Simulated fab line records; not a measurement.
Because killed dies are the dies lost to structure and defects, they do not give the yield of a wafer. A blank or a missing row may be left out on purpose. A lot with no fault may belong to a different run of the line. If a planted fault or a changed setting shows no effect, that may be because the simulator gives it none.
fab line records | flow nandHarc
record lots=5 | wafers=15 | lastDay=24
route steps=1159 shown A_BLC@968 END@1159
lots that met no fault: from a run of the same line without faults
startH: hours from the record's first day to the start of the lot's first wafer shown | waitH: hours from the lot's prior step to this one | " as in the row above | L1.1+2: a row that stands for several wafers | - value missing, or start not given | * or withheld: withheld | < > ~ a bound
route shown NAME@n: a module of which the file shows steps, and the number in the route of the first | usual: average and standard deviation across the fault-free wafers | same: alike in all rows | chamber/n: place in a boat | sites: each site's reading | _std_site: standard deviation of those values | _edge_site: the outer-site mean with the inner-site mean subtracted | radiusMm: for every site, how far away it sits from the centre of the wafer | mask NAME#n: copy n | behind: the tool/chamber that last shaped the wafer | hold: what put the lot on hold/how long, in hours/how the hold closed | device: names the non-switching transistor (n, p or np) | end of line: tests run on the same wafers once the route is complete | step lacking rows: just its recipe | killed: the dies lost at the first sort to structure and to defects; this is not the yield of the wafer | map: shows each die of a wafer: x if killed, . if not, _ if none is there
set.NAME: setting as actually run; set.NAME@STEP: the setting as run at that earlier step | model.NAME: the simulator's own value behind a step, which no gauge read
certain route steps with their lots: each step a table, each wafer a row
services: when a tool's chamber went out of use (startH, in hours from the record's first day, below 0 if earlier), for how many hours, and the reason
## steps
# step NHARC_A_BLC_COAT_04
# recipe spinRpm=1500 | resistThkNm=90
# step NHARC_A_BLC_SOFTBAKE_05
# recipe tempC=105 | timeS=55
# step NHARC_A_BLC_EBR_06
# step NHARC_A_BLC_EXPOSE_07
# recipe na=1.35 | targetCdNm=100 | doseMj=67.97 | maskId=A_BLC
# step NHARC_A_BLC_PEB_08
# recipe pebTempC=100 | pebTimeS=65
# step NHARC_A_BLC_DEVELOP_09
# recipe developTimeS=35 | devTempC=23
# step NHARC_A_BLC_CD_MEAS_10
# recipe targetCdNm=100 | landingEnergyEv=500
# usual cdNm=100.1/0.61
lot.wafer | tool     | chamber | startH | waitH | cdNm
L217.3    | cdSem-03 | 0       | 397.73 | -     | 100.8
L217.4    | "        | 0       | "      | "     | 100.6
L217.5    | "        | 0       | "      | "     | 99.7
L215.2    | cdSem-03 | 0       | 399.55 | -     | 100.0
L215.5    | "        | 0       | "      | "     | 99.9
L215.6    | "        | 0       | "      | "     | 99.6
L228.4    | cdSem-03 | 0       | 453.30 | -     | 99.9
L228.5    | "        | 0       | "      | "     | 99.8
L228.6    | "        | 0       | "      | "     | 99.5
L232.3    | cdSem-01 | 0       | 495.16 | -     | 99.7
L232.4    | "        | 0       | "      | "     | 99.5
L232.5    | "        | 0       | "      | "     | 99.5
L237.1    | cdSem-03 | 0       | 527.80 | -     | 100.8
L237.2    | "        | 0       | "      | "     | 100.7
L237.6    | "        | 0       | "      | "     | 100.2
# step NHARC_A_BLC_OVL_MEAS_11
# usual overlayXNm=-0.2/0.95 | overlayYNm=0.3/0.81
lot.wafer | tool       | chamber | startH | waitH | overlayXNm | overlayYNm
L217.3    | overlay-01 | -       | 397.82 | -     | 0.3        | -0.1
L217.4    | "          | -       | "      | "     | 0.5        | 0.2
L217.5    | "          | -       | "      | "     | 0.2        | 0.0
L215.2    | overlay-01 | -       | 399.63 | -     | -0.3       | 0.5
L215.5    | "          | -       | "      | "     | 0.0        | 1.0
L215.6    | "          | -       | "      | "     | -0.3       | 0.7
L228.4    | overlay-01 | -       | 453.38 | -     | 0.3        | 0.4
L228.5    | "          | -       | "      | "     | 0.4        | 0.2
L228.6    | "          | -       | "      | "     | 0.3        | 0.3
L232.3    | overlay-01 | -       | 495.24 | -     | -0.5       | 0.6
L232.4    | "          | -       | "      | "     | -0.9       | -0.2
L232.5    | "          | -       | "      | "     | -0.6       | 0.4
L237.1    | overlay-02 | -       | 527.89 | -     | 1.4        | 0.1
L237.2    | "          | -       | "      | "     | 2.1        | 0.3
L237.6    | "          | -       | "      | "     | 1.5        | 0.3
# step NHARC_A_BLC_INSPECT_12
# usual rawDefectCount=32/16
lot.wafer | tool             | chamber | startH | waitH | rawDefectCount
L217.3    | defectInspect-02 | -       | 397.85 | 0.0   | 28
L217.4    | "                | -       | "      | "     | 25
L217.5    | "                | -       | "      | "     | 18
L215.2    | defectInspect-02 | -       | 399.67 | 0.0   | 35
L215.5    | "                | -       | "      | "     | 41
L215.6    | "                | -       | "      | "     | 28
L228.4    | defectInspect-01 | -       | 453.42 | 0.0   | 37
L228.5    | "                | -       | "      | "     | 45
L228.6    | "                | -       | "      | "     | 58
L232.3    | defectInspect-01 | -       | 495.28 | 0.0   | 11
L232.4    | "                | -       | "      | "     | 9
L232.5    | "                | -       | "      | "     | 19
L237.1    | defectInspect-01 | -       | 527.93 | 0.0   | 18
L237.2    | "                | -       | "      | "     | 22
L237.6    | "                | -       | "      | "     | 20
# step NHARC_A_BLC_DESCUM_15
# recipe timeS=3 | o2FlowSccm=200 | arFlowSccm=0 | biasPowerW=0 | chemistry=O2
# usual drypumpMotorCurrentA=5.6/0.49 | mfcArSccm=0.008/0.0075 | oesProductAu=1.002/0.012 | rfVppV=57.7/0.91 | showerheadPlenumPTorr=1.90/0.074 | throttleValvePct=11.312/0.0086
# same biasPowerW=0
lot.wafer | tool       | chamber | startH | waitH | drypumpMotorCurrentA | mfcArSccm | oesProductAu | rfHoursCounterH | rfVppV | showerheadPlenumPTorr | throttleValvePct
L217.3    | rieDiel-07 | 0       | 397.98 | 0.1   | 6.3                  | 0.013     | 0.987        | 16              | 55.9   | 1.99                  | 11.317
L217.4    | "          | 2       | "      | "     | 5.4                  | 0.014     | 1.008        | 15              | 57.9   | 1.85                  | 11.312
L217.5    | "          | 1       | "      | "     | 5.0                  | 0         | 1.014        | -               | 58.4   | 1.82                  | 11.306
L215.2    | rieDiel-06 | 1       | 399.73 | 0.1   | 6.0                  | 0         | 1.005        | 52              | 58.7   | 1.92                  | 11.313
L215.5    | "          | 1       | "      | "     | 6.0                  | 0         | 1.000        | -               | 57.4   | 1.92                  | 11.301
L215.6    | "          | 2       | "      | "     | 5.4                  | 0.018     | 0.999        | -               | 58.2   | 2.06                  | 11.320
L228.6    | rieDiel-07 | 3       | 453.51 | 0.1   | 5.3                  | 0.003     | 1.014        | -               | 59.1   | 1.94                  | 11.315
L228.5    | "          | 1       | "      | "     | 4.9                  | 0         | 1.024        | -               | 57.4   | 1.82                  | 11.302
L228.4    | "          | 2       | "      | "     | 5.4                  | 0.014     | 1.004        | -               | 60.6   | 1.85                  | 11.312
L232.4    | rieDiel-11 | 3       | 495.34 | 0.1   | 5.8                  | 0.006     | 0.978        | 14              | 56.4   | 1.94                  | 11.323
L232.3    | "          | 0       | "      | "     | 6.5                  | 0.022     | 0.985        | 14              | 57.3   | 1.80                  | 11.314
L232.5    | "          | 0       | "      | "     | 6.5                  | 0.022     | 0.996        | -               | 56.7   | 1.80                  | 11.316
L237.1    | rieDiel-11 | 3       | 528.01 | 0.1   | 5.8                  | 0.006     | 0.992        | 17              | 59.7   | 1.94                  | 11.313
L237.2    | "          | 0       | "      | "     | 6.5                  | 0.022     | 0.993        | 18              | 56.7   | 1.80                  | 11.309
L237.6    | "          | 2       | "      | "     | 5.8                  | 0         | 0.983        | -               | 58.6   | 1.96                  | 11.301
# step NHARC_A_BLC_ETCH_16
# recipe targetDepthA=390 | overEtchFrac=0.3 | timeS=65 | ionEnergyEv=80 | cf4FlowSccm=150 | arFlowSccm=0 | rfW=300 | biasW=100 | chemistry=CF4
# usual drypumpMotorCurrentA=5.6/0.5 | mfcArSccm=0.008/0.0076 | oesProductAu=1.002/0.011 | rfVppV=151.1/1 | showerheadPlenumPTorr=1.76/0.064 | throttleValvePct=13.284/0.0091
lot.wafer | tool       | chamber | startH | waitH | drypumpMotorCurrentA | mfcArSccm | oesProductAu | rfHoursCounterH | rfVppV | showerheadPlenumPTorr | throttleValvePct
L217.4    | rieDiel-07 | 0       | 398.06 | 0.1   | 6.3                  | 0.013     | 0.992        | 16              | 151.6  | 1.84                  | 13.289
L217.3    | "          | 3       | "      | "     | 5.3                  | 0.003     | 0.992        | 17              | 151.0  | 1.79                  | 13.289
L217.5    | "          | 1       | "      | "     | 4.9                  | 0         | 1.003        | -               | 149.9  | 1.69                  | 13.282
L215.2    | rieDiel-06 | 0       | 399.85 | 0.1   | 5.1                  | 0         | 0.981        | 55              | 150.5  | 1.70                  | 13.281
L215.6    | "          | 1       | "      | "     | 6.0                  | 0         | 1.007        | -               | 151.9  | 1.77                  | 13.294
L215.5    | "          | 0       | "      | "     | 5.1                  | 0         | 0.986        | -               | 149.9  | 1.70                  | 13.288
L228.6    | rieDiel-07 | 1       | 453.60 | 0.1   | 5.0                  | 0         | 1.014        | -               | 150.5  | 1.68                  | 13.285
L228.4    | "          | 2       | "      | "     | 5.4                  | 0.014     | 0.996        | -               | 151.7  | 1.72                  | 13.282
L228.5    | "          | 3       | "      | "     | 5.3                  | 0.003     | 1.018        | -               | 151.0  | 1.79                  | 13.293
L232.3    | rieDiel-11 | 1       | 495.42 | 0.1   | 5.7                  | 0.012     | 0.998        | 10              | 149.1  | 1.78                  | 13.289
L232.4    | "          | 2       | "      | "     | 5.8                  | 0         | 0.995        | 12              | 151.0  | 1.81                  | 13.278
L232.5    | "          | 2       | "      | "     | 5.8                  | 0         | 0.995        | -               | 152.1  | 1.81                  | 13.277
L237.1    | rieDiel-11 | 3       | 528.07 | 0.1   | 5.8                  | 0.006     | 0.986        | 17              | 150.9  | 1.79                  | 13.276
L237.2    | "          | 0       | "      | "     | 6.5                  | 0.022     | 0.996        | 18              | 151.3  | 1.67                  | 13.291
L237.6    | "          | 3       | "      | "     | 5.8                  | 0.006     | 0.989        | -               | 151.6  | 1.79                  | 13.283
# step NHARC_A_BLC_ETCH_17
# recipe targetDepthA=3900 | overEtchFrac=0.25 | timeS=609.38 | ionEnergyEv=200 | n2FlowSccm=150 | h2FlowSccm=150 | arFlowSccm=0 | rfW=400 | biasW=150 | chemistry=N2/H2
# usual drypumpMotorCurrentA=5.6/0.51 | mfcArSccm=0.008/0.0077 | oesProductAu=1.002/0.012 | rfVppV=430.1/2.4 | showerheadPlenumPTorr=2.02/0.082 | throttleValvePct=14.170/0.0095
lot.wafer | tool       | chamber | startH | waitH | drypumpMotorCurrentA | mfcArSccm | oesProductAu | rfHoursCounterH | rfVppV | showerheadPlenumPTorr | throttleValvePct
L217.4    | rieDiel-07 | 1       | -      | -     | 4.9                  | 0         | 1.020        | 16              | 427.5  | 1.93                  | 14.170
L217.3    | "          | 0       | "      | "     | 6.3                  | 0.013     | 0.992        | 16              | 432.1  | 2.13                  | 14.164
L217.5    | "          | 2       | "      | "     | 5.4                  | 0.014     | 1.005        | -               | 428.1  | 1.97                  | 14.157
L215.2    | rieDiel-06 | 2       | -      | -     | 5.5                  | 0.018     | 0.998        | 49              | 434.9  | 2.20                  | 14.163
L215.6    | "          | 2       | "      | "     | 5.4                  | 0.018     | 1.010        | -               | 433.9  | 2.20                  | 14.167
L215.5    | "          | 0       | "      | "     | 5.1                  | 0         | 0.986        | -               | 426.9  | 1.95                  | 14.160
L228.4    | rieDiel-07 | 1       | -      | -     | 4.9                  | 0         | 1.023        | -               | 426.6  | 1.93                  | 14.173
L228.5    | "          | 2       | "      | "     | 5.4                  | 0.014     | 0.993        | -               | 429.6  | 1.97                  | 14.179
L228.6    | "          | 3       | "      | "     | 5.3                  | 0.003     | 1.004        | -               | 432.3  | 2.07                  | 14.181
L232.4    | rieDiel-11 | 0       | -      | -     | 6.6                  | 0.022     | 0.984        | 15              | 427.2  | 1.91                  | 14.163
L232.3    | "          | 2       | "      | "     | 5.8                  | 0         | 0.992        | 13              | 431.7  | 2.10                  | 14.176
L232.5    | "          | 3       | "      | "     | 5.8                  | 0.006     | 0.988        | -               | 431.9  | 2.07                  | 14.159
L237.2    | rieDiel-11 | 2       | -      | -     | 5.8                  | 0         | 0.994        | 17              | 431.8  | 2.10                  | 14.165
L237.1    | "          | 0       | "      | "     | 6.5                  | 0.022     | 1.005        | 18              | 427.0  | 1.91                  | 14.155
L237.6    | "          | 3       | "      | "     | 5.8                  | 0.006     | 0.999        | -               | 431.3  | 2.07                  | 14.181
# step NHARC_A_BLC_ETCH_18
# recipe targetDepthA=9100 | c4f8FlowSccm=20 | o2FlowSccm=10 | arFlowSccm=withheld | rfW=600 | biasW=1500 | chemistry=C4F8/O2/Ar
# usual oesProductAu=0.956/0.021 | rfVppV=978/5.1
lot.wafer | tool       | chamber | startH | waitH | oesProductAu | rfHoursCounterH | rfVppV
L217.3    | rieDiel-07 | 1       | 398.58 | -     | 0.944        | 16              | 972
L217.4    | "          | 3       | "      | "     | 0.934        | 17              | 981
L217.5    | "          | 1       | "      | "     | 0.942        | -               | 971
L215.2    | rieDiel-06 | 0       | 400.49 | -     | 0.913        | 55              | 973
L215.6    | "          | 0       | "      | "     | 0.917        | -               | 975
L215.5    | "          | 1       | "      | "     | 0.931        | -               | 979
L228.4    | rieDiel-07 | 0       | 454.24 | -     | 0.848        | 0               | 984
L228.5    | "          | 3       | "      | "     | 0.978        | -               | 981
L228.6    | "          | 0       | "      | "     | 0.856        | -               | 983
L232.3    | rieDiel-11 | 1       | 495.95 | -     | 0.975        | 10              | 977
L232.4    | "          | 3       | "      | "     | 0.942        | 14              | 981
L232.5    | "          | 1       | "      | "     | 0.974        | -               | 980
L237.2    | rieDiel-11 | 0       | 528.60 | -     | 0.918        | 19              | 970
L237.1    | "          | 1       | "      | "     | 0.917        | 15              | 980
L237.6    | "          | 1       | "      | "     | 0.916        | -               | 980
# step NHARC_A_BLC_CD_MEAS_19
# usual cdNm=99.6/2
lot.wafer | tool     | chamber | startH | waitH | cdNm
L217.3    | cdSem-03 | -       | 398.95 | -     | 99.8
L217.4    | "        | -       | "      | "     | 99.3
L217.5    | "        | -       | "      | "     | 97.0
L215.2    | cdSem-03 | -       | 400.88 | -     | 99.4
L215.5    | "        | -       | "      | "     | 100.4
L215.6    | "        | -       | "      | "     | 100.7
L228.4    | cdSem-01 | -       | 454.57 | -     | 98.5
L228.5    | "        | -       | "      | "     | 100.5
L228.6    | "        | -       | "      | "     | 100.1
L232.3    | cdSem-03 | -       | 496.32 | -     | 98.9
L232.4    | "        | -       | "      | "     | 96.7
L232.5    | "        | -       | "      | "     | 96.8
L237.1    | cdSem-01 | -       | 528.96 | -     | 97.6
L237.2    | "        | -       | "      | "     | 103.9
L237.6    | "        | -       | "      | "     | 98.1
# step NHARC_END_SORT_01
# recipe tempC=25
# usual killedAtArray=27/11 | killedAtOther=0.6/0.89 | killedAtPeriphery=3.0/2.4 | killedDies=31/12 | killedOpen=3.2/1.6 | killedShort=2.0/1.5
# same grossDies=677
lot.wafer | tool      | chamber | startH | waitH | killedAtArray | killedAtOther | killedAtPeriphery | killedDies | killedOpen | killedShort
L215.2    | prober-02 | 0       | 449.77 | 2.8   | 34            | 1             | 0                 | 35         | 4          | 0
L215.5    | prober-02 | 0       | 452.20 | 3.7   | 32            | 2             | 2                 | 36         | 2          | 0
L215.6    | prober-02 | 0       | 453.00 | 4.0   | 24            | 0             | 2                 | 26         | 3          | 2
L217.3    | prober-01 | 0       | 450.61 | 3.1   | 25            | 2             | 1                 | 28         | 3          | 2
L217.4    | prober-01 | 0       | 451.41 | 3.4   | 22            | 1             | 1                 | 24         | 4          | 2
L217.5    | prober-01 | 0       | 452.20 | 3.7   | 17            | 3             | 2                 | 22         | 4          | 2
L228.4    | prober-02 | 0       | 509.00 | 3.4   | 673           | 0             | 2                 | 675        | 4          | 2
L228.5    | prober-02 | 0       | 509.81 | 3.7   | 38            | 0             | 2                 | 40         | 4          | 4
L228.6    | prober-02 | 0       | 510.62 | 4.0   | 676           | 0             | 1                 | 677        | 1          | 2
L232.3    | prober-02 | 0       | 549.32 | 3.1   | 13            | 1             | 3                 | 17         | 3          | 2
L232.4    | prober-02 | 0       | 550.13 | 3.4   | 13            | 1             | 2                 | 16         | 4          | 4
L232.5    | prober-02 | 0       | 550.94 | 3.7   | 17            | 0             | 2                 | 19         | 5          | 2
# killed by level:class
L215.2 A_CHANNEL_HOLE_D1:chamberFilmFlake=12 A_SLIT:chamberFilmFlake=10 A_STAIRCASE:chamberFilmFlake=4 A_CONTACT:chamberFilmFlake=3 A_CHANNEL_FILL_D1:geometricParticle:open=2 A_CONTACT:geometricParticle:open=2 A_WL_FILL:chamberFilmFlake=1 HYBRID_BOND:chamberFilmFlake=1
L217.3 A_SLIT:chamberFilmFlake=6 A_STAIRCASE:chamberFilmFlake=5 A_CONTACT:chamberFilmFlake=5 A_CHANNEL_HOLE_D1:chamberFilmFlake=4 A_SGD_CUT:geometricParticle:short=2 HYBRID_BOND:chamberFilmFlake=2 P_M0:geometricParticle:open=1 A_CHANNEL_HOLE_D1:geometricParticle:open=1
L217.4 A_SLIT:chamberFilmFlake=10 A_CHANNEL_HOLE_D1:chamberFilmFlake=3 A_STAIRCASE:chamberFilmFlake=2 P_M0:geometricParticle:open=1 A_SOURCE_PLATE:geometricParticle:open=1 A_ONON_D1:geometricParticle:open=1 A_CHANNEL_FILL_D1:geometricParticle:short=1 A_CONTACT:geometricParticle:short=1
L215.5 A_CHANNEL_HOLE_D1:chamberFilmFlake=17 A_SLIT:chamberFilmFlake=7 A_CONTACT:chamberFilmFlake=4 A_STAIRCASE:chamberFilmFlake=3 P_M0:geometricParticle:open=1 A_M0:geometricParticle:open=1 P_GATE:chamberFilmFlake=1 HYBRID_BOND:chamberFilmFlake=1
L217.5 A_SLIT:chamberFilmFlake=7 A_STAIRCASE:chamberFilmFlake=3 HYBRID_BOND:chamberFilmFlake=3 A_CONTACT:chamberFilmFlake=2 P_CONTACT:geometricParticle:open=1 A_WL_FILL:geometricParticle:open=1 A_CONTACT:geometricParticle:open=1 A_BLC:geometricParticle:short=1
L215.6 A_SLIT:chamberFilmFlake=8 A_CHANNEL_HOLE_D1:chamberFilmFlake=7 A_STAIRCASE:chamberFilmFlake=3 A_CONTACT:chamberFilmFlake=2 P_M0:geometricParticle:open=1 A_ONON_D1:geometricParticle:short=1 A_CHANNEL_HOLE_D1:geometricParticle:short=1 A_CHANNEL_FILL_D1:geometricParticle:open=1
L228.4 A_BLC:areaEtch=633 A_CHANNEL_HOLE_D1:chamberFilmFlake=12 A_SLIT:chamberFilmFlake=12 A_BLC:chamberFilmFlake=5 A_STAIRCASE:chamberFilmFlake=4 P_M0:geometricParticle:short=1 P_M1:geometricParticle:open=1 A_ONON_D1:geometricParticle:short=1
L228.5 A_CHANNEL_HOLE_D1:chamberFilmFlake=15 A_SLIT:chamberFilmFlake=13 A_STAIRCASE:chamberFilmFlake=3 P_CONTACT:geometricParticle:short=1 P_M0:geometricParticle:open=1 A_SOURCE_PLATE:geometricParticle:short=1 A_ONON_D1:geometricParticle:open=1 A_CHANNEL_HOLE_D1:geometricParticle:short=1
L228.6 A_BLC:areaEtch=636 A_SLIT:chamberFilmFlake=18 A_CHANNEL_HOLE_D1:chamberFilmFlake=12 A_BLC:chamberFilmFlake=3 A_WL_FILL:geometricParticle:short=2 A_STAIRCASE:chamberFilmFlake=2 A_CONTACT:chamberFilmFlake=2 A_SOURCE_PLATE:geometricParticle:open=1
L232.3 A_CHANNEL_HOLE_D1:chamberFilmFlake=5 P_STI:chamberFilmFlake=3 A_SOURCE_PLATE:geometricParticle:open=1 A_ONON_D1:geometricParticle:open=1 A_CHANNEL_FILL_D1:geometricParticle:short=1 A_CONTACT:geometricParticle:short=1 A_CONTACT:geometricParticle:open=1 A_STAIRCASE:chamberFilmFlake=1
L232.4 A_CHANNEL_HOLE_D1:chamberFilmFlake=5 P_GATE:geometricParticle:open=2 A_WL_FILL:geometricParticle:short=2 A_SGD_CUT:geometricParticle:short=1 A_CONTACT:geometricParticle:open=1 A_CONTACT:geometricParticle:short=1 A_M1:geometricParticle:open=1 A_STAIRCASE:chamberFilmFlake=1
L232.5 A_CHANNEL_HOLE_D1:chamberFilmFlake=4 A_SGD_CUT:chamberFilmFlake=4 A_CONTACT:geometricParticle:open=2 P_M0:geometricParticle:open=1 P_M1:geometricParticle:open=1 A_SOURCE_PLATE:geometricParticle:short=1 A_ONON_D1:geometricParticle:short=1 A_WL_FILL:geometricParticle:open=1
# map L228.6 (x killed, . not)
____________x____________
_________xxxxxxx_________
_______xxxxxxxxxxx_______
______xxxxxxxxxxxxx______
_____xxxxxxxxxxxxxxx_____
____xxxxxxxxxxxxxxxxx____
____xxxxxxxxxxxxxxxxx____
___xxxxxxxxxxxxxxxxxxx___
___xxxxxxxxxxxxxxxxxxx___
__xxxxxxxxxxxxxxxxxxxxx__
__xxxxxxxxxxxxxxxxxxxxx__
_xxxxxxxxxxxxxxxxxxxxxxx_
_xxxxxxxxxxxxxxxxxxxxxxx_
_xxxxxxxxxxxxxxxxxxxxxxx_
_xxxxxxxxxxxxxxxxxxxxxxx_
_xxxxxxxxxxxxxxxxxxxxxxx_
xxxxxxxxxxxxxxxxxxxxxxxxx
xxxxxxxxxxxxxxxxxxxxxxxxx
xxxxxxxxxxxxxxxxxxxxxxxxx
xxxxxxxxxxxxxxxxxxxxxxxxx
xxxxxxxxxxxxxxxxxxxxxxxxx
_xxxxxxxxxxxxxxxxxxxxxxx_
_xxxxxxxxxxxxxxxxxxxxxxx_
_xxxxxxxxxxxxxxxxxxxxxxx_
_xxxxxxxxxxxxxxxxxxxxxxx_
_xxxxxxxxxxxxxxxxxxxxxxx_
__xxxxxxxxxxxxxxxxxxxxx__
__xxxxxxxxxxxxxxxxxxxxx__
___xxxxxxxxxxxxxxxxxxx___
___xxxxxxxxxxxxxxxxxxx___
____xxxxxxxxxxxxxxxxx____
____xxxxxxxxxxxxxxxxx____
_____xxxxxxxxxxxxxxx_____
______xxxxxxxxxxxxx______
_______xxxxxxxxxxx_______
_________xxxxxxx_________
____________x____________
# map L217.3 (x killed, . not)
____________.____________
_________......._________
_______..........._______
______.......x.....______
_____..............._____
____......x..........____
____.................____
___...................___
___...................___
__.....................__
__x........x...........__
_......................._
_......................._
_......................x_
_xx.....x...x.x........._
_...x..x................_
.x....x..................
.....................x...
.........................
..x......................
.........................
_......................._
_......................._
_......................x_
_......................._
_.........x............._
__x....................__
__x..x.................__
___...................___
___...............xx..___
____...............xx____
____..............x..____
_____.x............._____
______..........x..______
_______..........._______
_________......._________
____________.____________
## services
tool       | chamber | startH | hours | kind
rieDiel-11 | 0       | 375.50 | -     | clean
rieDiel-11 | 1       | 375.50 | -     | clean
rieDiel-11 | 2       | 375.50 | -     | clean
rieDiel-11 | 3       | 375.50 | -     | clean
rieDiel-07 | 0       | 384.20 | -     | clean
rieDiel-07 | 1       | 384.20 | -     | clean
rieDiel-07 | 2       | 384.20 | -     | clean
rieDiel-07 | 3       | 384.20 | -     | clean
rieDiel-06 | 3       | 388.05 | 109.3 | repair
rieDiel-11 | 1       | 388.87 | 23.6  | repair
rieDiel-07 | 3       | 393.45 | 2.6   | repair
rieDiel-11 | 2       | 396.24 | 2.6   | repair
rieDiel-11 | 0       | 400.05 | -     | clean
rieDiel-11 | 2       | 400.05 | -     | clean
rieDiel-11 | 3       | 400.05 | -     | clean
rieDiel-07 | -       | 405.20 | 9.0   | pm
rieDiel-06 | -       | 418.55 | 9.0   | pm
rieDiel-11 | -       | 439.17 | 1.7   | repair
rieDiel-06 | 1       | 461.46 | 1.2   | repair
rieDiel-06 | -       | 507.69 | 0.9   | repair
rieDiel-11 | -       | 510.97 | 0.4   | repair
rieDiel-11 | 3       | 514.06 | 3.8   | repair
rieDiel-06 | 3       | 521.97 | 6.4   | repair
rieDiel-06 | 2       | 526.21 | 11.5  | repair
## key
firstSign step=NHARC_A_BLC_ETCH_18 | reading=oesProductAu | direction=down | sigmas=4.9 | usual=0.956 | struck=0.852
effect step=NHARC_END_SORT_01 | reading=killedAtArray | direction=up | sigmas=59 | usual=27 | struck=674
moreKillsBornAt NHARC_A_BLC_ETCH_18@rieDiel-07=1269
metAt NHARC_A_BLC_ETCH_18
struckWafers L228.4,L228.6
laterRowsLeftOut L228.4,L228.6
testerLeftOut L228
onsetBetween 398.58 454.24
fault kind=processParameterDrift | tool=rieDiel-07 | chamber=- | onsetH=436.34 | steps=NHARC_A_BLC_ETCH_18 | channel=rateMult | offset=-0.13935 | shape=step | endH=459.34 | scope=struckWafersOnly
# testerLeftOut: of these lots the tester's yield and bins aren't shown, on N5 and GAA mostly nor the transistor test; their killed dies are dies lost to structure and defects alone, not to doping, threshold or leakage, so they don't give the yield
# laterRowsLeftOut: the simulator's readings of these wafers behind a module that went badly wrong aren't trusted and aren't shown, but for the sort
